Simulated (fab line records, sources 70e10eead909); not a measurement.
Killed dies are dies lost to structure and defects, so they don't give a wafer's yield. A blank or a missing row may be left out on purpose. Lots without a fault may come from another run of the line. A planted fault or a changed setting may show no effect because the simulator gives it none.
Which tool did it? | flow nand_harc | 12 lots, 35 wafers sampled, at 6 steps of a route of 1159

WHAT THE GAUGES READ, wafer by wafer
NHARC_A_SGD_CUT_THK_MEAS_22: measures by ellipsometry.
lot  | measured     | on            | thk_nm (nm)
L335 | day 13 19:05 | film_metro-02 | 146.7 149.1 149.6
L337 | day 14 09:00 | film_metro-01 | 149.2 148.3 145.9
L336 | day 14 18:36 | film_metro-01 | 144.7 148.0 149.2
L340 | day 14 18:36 | film_metro-02 | 152.0 147.5 148.9
L338 | day 14 18:40 | film_metro-02 | 148.2 148.6 147.9
L342 | day 15 04:34 | film_metro-01 | 148.3 144.6 147.0
L341 | day 15 04:34 | film_metro-02 | 145.7 145.8 150.8
L343 | day 15 22:52 | film_metro-01 | 144.4 147.7 147.3
L344 | day 16 13:06 | film_metro-02 | 146.6 148.9 147.3
L345 | day 17 06:31 | film_metro-01 | 149.1 149.1 147.5
L356 | day 19 03:32 | film_metro-02 | 147.0 151.0
L357 | day 19 03:31 | film_metro-01 | 148.4 146.2 150.1

NHARC_A_SGD_CUT_INSPECT_25.
lot  | measured     | on                | raw_defect_count
L335 | day 13 19:38 | defect_inspect-01 | 418 328 346
L337 | day 14 09:32 | defect_inspect-01 | 376 319 343
L336 | day 14 19:18 | defect_inspect-02 | 213 226 278
L340 | day 14 19:19 | defect_inspect-01 | 223 275 453
L338 | day 14 19:21 | defect_inspect-02 | 510 339 325
L342 | day 15 05:01 | defect_inspect-02 | 202 176 202
L341 | day 15 05:05 | defect_inspect-02 | 265 434 318
L343 | day 15 23:20 | defect_inspect-01 | 265 260 274
L344 | day 16 13:34 | defect_inspect-01 | 204 392 383
L345 | day 17 07:01 | defect_inspect-02 | 435 333 500
L356 | day 19 04:00 | defect_inspect-01 | 320 1134 324 1149
L357 | day 19 04:01 | defect_inspect-02 | 289 205 300

NHARC_END_SORT_01.
lot  | measured     | on        | killed_at_array | killed_at_other | killed_at_periphery | killed_dies | killed_open | killed_short
L336 | day 19 19:31 | prober-02 | 30 32 28        | 0 0 0           | 0 1 6               | 30 33 34    | 2 3 3       | 0 2 4
L345 | day 22 07:52 | prober-02 | 30 29 30        | 0 0 0           | 0 0 3               | 30 29 33    | 0 2 5       | 0 4 3
L356 | day 24 22:37 | prober-02 | 35 100          | 0 0             | 4 1                 | 39 101      | 3 0         | 3 0

WHICH TOOL RAN EACH LOT (tool, then ch and the chambers of the sampled wafers, then the start)
lot  | NHARC_A_SGD_CUT_DESCUM_14          | NHARC_A_SGD_CUT_ETCH_26             | NHARC_A_SGD_CUT_STRIP_28
L335 | rie_diel-02 ch 0,3, day 13 13:32   | wet_bench-02 ch 3,5,6, day 13 19:13 | rie_diel-04 ch 1,2,3, day 13 19:38 or earlier
L337 | rie_diel-08 ch 2,3, day 14 03:06   | wet_bench-03 ch 4,5,6, day 14 09:06 | rie_diel-02 ch 1,2,3, day 14 09:32 or earlier
L336 | rie_diel-08 ch 1,2, day 14 12:37   | wet_bench-06 ch 1,5,6, day 14 18:40 | rie_diel-04 ch 0,2, day 14 19:18 or earlier
L340 | rie_diel-02 ch 1,2,3, day 14 13:58 | wet_bench-03 ch 0,3,4, day 14 18:40 | rie_diel-04 ch 0,1, day 14 19:19 or earlier
L338 | rie_diel-04 ch 0,1, day 14 14:10   | wet_bench-02 ch 0,2,7, day 14 18:44 | rie_diel-08 ch 1,3, day 14 19:14
L342 | rie_diel-04 ch 1,2,3, day 14 22:37 | wet_bench-06 ch 1,3,6, day 15 04:37 | rie_diel-02 ch 0,1,2, day 15 05:01 or earlier
L341 | rie_diel-08 ch 1,2, day 14 22:58   | wet_bench-02 ch 1,3,4, day 15 04:38 | rie_diel-04 ch 1,2,3, day 15 05:05 or earlier
L343 | rie_diel-02 ch 0,1,2, day 15 16:56 | wet_bench-03 ch 3,6,7, day 15 22:56 | rie_diel-04 ch 2,3, day 15 23:20 or earlier
L344 | rie_diel-04 ch 2,3, day 16 04:35   | wet_bench-06 ch 0,5,7, day 16 13:11 | rie_diel-04 ch 0,2,3, day 16 13:34 or earlier
L345 | rie_diel-04 ch 0,2,3, day 17 00:35 | wet_bench-03 ch 0,4,5, day 17 06:35 | rie_diel-08 ch 1,2, day 17 06:55
L356 | rie_diel-08 ch 1, day 18 21:35     | wet_bench-02 ch 0,5, day 19 03:36   | rie_diel-04 ch 0, day 19 04:00 or earlier
L357 | rie_diel-04 ch 0,1, day 18 22:07   | wet_bench-06 ch 0,1,6, day 19 03:35 | rie_diel-08 ch 0,1,2, day 19 03:55
- NHARC_A_SGD_CUT_DESCUM_14: chemistry O2, time 3 s.
- NHARC_A_SGD_CUT_ETCH_26: etches SiO2 in dHF, target depth 45.8 nm.
- NHARC_A_SGD_CUT_STRIP_28: strips in O2, time 20 s.

WHAT THE TOOLS THEMSELVES READ (means of the sampled wafers that have a number; where no wafer has one, the mark that the record gives instead)
NHARC_A_SGD_CUT_DESCUM_14.
lot  | tool        | drypump_motor_current_A (A) | oes_product_au (a.u.) | rf_vpp_V (V) | showerhead_plenum_p_Torr (Torr) | throttle_valve_pct (%)
L335 | rie_diel-02 | 5.5                         | 0.994                 | 58.1         | 1.99                            | 11.302
L337 | rie_diel-08 | 5.2                         | 1.006                 | 57.5         | 1.90                            | 11.311
L336 | rie_diel-08 | 5.2                         | 0.999                 | 57.9         | 1.87                            | 11.307
L340 | rie_diel-02 | 6.1                         | 0.989                 | 56.8         | 1.86                            | 11.315
L338 | rie_diel-04 | 5.8                         | 0.990                 | 57.3         | 1.91                            | 11.316
L342 | rie_diel-04 | 5.8                         | 0.996                 | 58.1         | 1.95                            | 11.319
L341 | rie_diel-08 | 5.3                         | 0.997                 | 57.4         | 1.86                            | 11.317
L343 | rie_diel-02 | 5.9                         | 0.995                 | 57.5         | 1.86                            | 11.311
L344 | rie_diel-04 | 5.7                         | 1.011                 | 58.2         | 2.00                            | 11.311
L345 | rie_diel-04 | 5.8                         | 1.005                 | 57.5         | 2.01                            | 11.312
L356 | rie_diel-08 | 5.3                         | 0.999                 | 57.0         | 1.83                            | 11.316
L357 | rie_diel-04 | 5.8                         | 0.980                 | 58.4         | 1.97                            | 11.299

NHARC_A_SGD_CUT_STRIP_28.
lot  | tool        | drypump_motor_current_A (A) | oes_product_au (a.u.) | rf_vpp_V (V) | showerhead_plenum_p_Torr (Torr) | throttle_valve_pct (%)
L335 | rie_diel-04 | 5.8                         | 0.998                 | 57.5         | 3.60                            | 17.033
L337 | rie_diel-02 | 6.1                         | 0.996                 | 57.3         | 3.44                            | 17.049
L336 | rie_diel-04 | 5.9                         | 0.989                 | 58.5         | 3.73                            | 17.030
L340 | rie_diel-04 | 5.8                         | 0.983                 | 57.4         | 3.52                            | 17.034
L338 | rie_diel-08 | 5.3                         | 0.999                 | 57.6         | 3.43                            | 17.029
L342 | rie_diel-02 | 5.9                         | 0.990                 | 57.8         | 3.43                            | 17.032
L341 | rie_diel-04 | 5.8                         | 0.995                 | 58.6         | 3.59                            | 17.037
L343 | rie_diel-04 | 5.7                         | 1.007                 | 58.4         | 3.68                            | 17.039
L344 | rie_diel-04 | 5.8                         | 1.000                 | 58.3         | 3.70                            | 17.038
L345 | rie_diel-08 | 5.2                         | 1.003                 | 57.3         | 3.48                            | 17.030
L356 | rie_diel-04 | 5.9                         | 0.980                 | 57.5         | 3.74                            | 17.033
L357 | rie_diel-08 | 5.6                         | 1.006                 | 57.9         | 3.50                            | 17.038

THE ANSWER, worked out from the rows above alone
Rule: what is usual is taken from the lots themselves. Put in order of their means at a reading, lots are off if they are a third of the lots or fewer, leave a main group of 4 or more, and stand apart from it by a gap of 3 or more times the standard deviation of the main group's means; of several such gaps the widest counts. A main group whose means are all the same, to the digits that the tables above print for the reading, isn't used. A lot without any number at a reading at which 4 lots or more have one is off too. The other lots that the step has rows for count as sound. The gauges are gone through in route order, then the tools' own readings, and for those a lot's mean is taken as printed above. The first step at which some lot is off is used, and at that step the reading that is off furthest; a lot without a number counts as furthest.
Off: L356, at NHARC_A_SGD_CUT_INSPECT_25 (raw_defect_count). The main group: mean 315, standard deviation 65.
A tool fits if, at a process step before that reading, it ran every lot that is off, and no sound lot after the first of them. The gauges at NHARC_A_SGD_CUT_INSPECT_25 are tried like those tools. NHARC_A_SGD_CUT_STRIP_28 gives no start for some lots, so the hours and the order of its lots are those of NHARC_A_SGD_CUT_INSPECT_25. Can't be told from this: 4 tools fit, rie_diel-08 at NHARC_A_SGD_CUT_DESCUM_14, wet_bench-02 at NHARC_A_SGD_CUT_ETCH_26, rie_diel-04 at NHARC_A_SGD_CUT_STRIP_28, defect_inspect-01 at NHARC_A_SGD_CUT_INSPECT_25.

WHAT THE SIMULATOR HAD PUT IN
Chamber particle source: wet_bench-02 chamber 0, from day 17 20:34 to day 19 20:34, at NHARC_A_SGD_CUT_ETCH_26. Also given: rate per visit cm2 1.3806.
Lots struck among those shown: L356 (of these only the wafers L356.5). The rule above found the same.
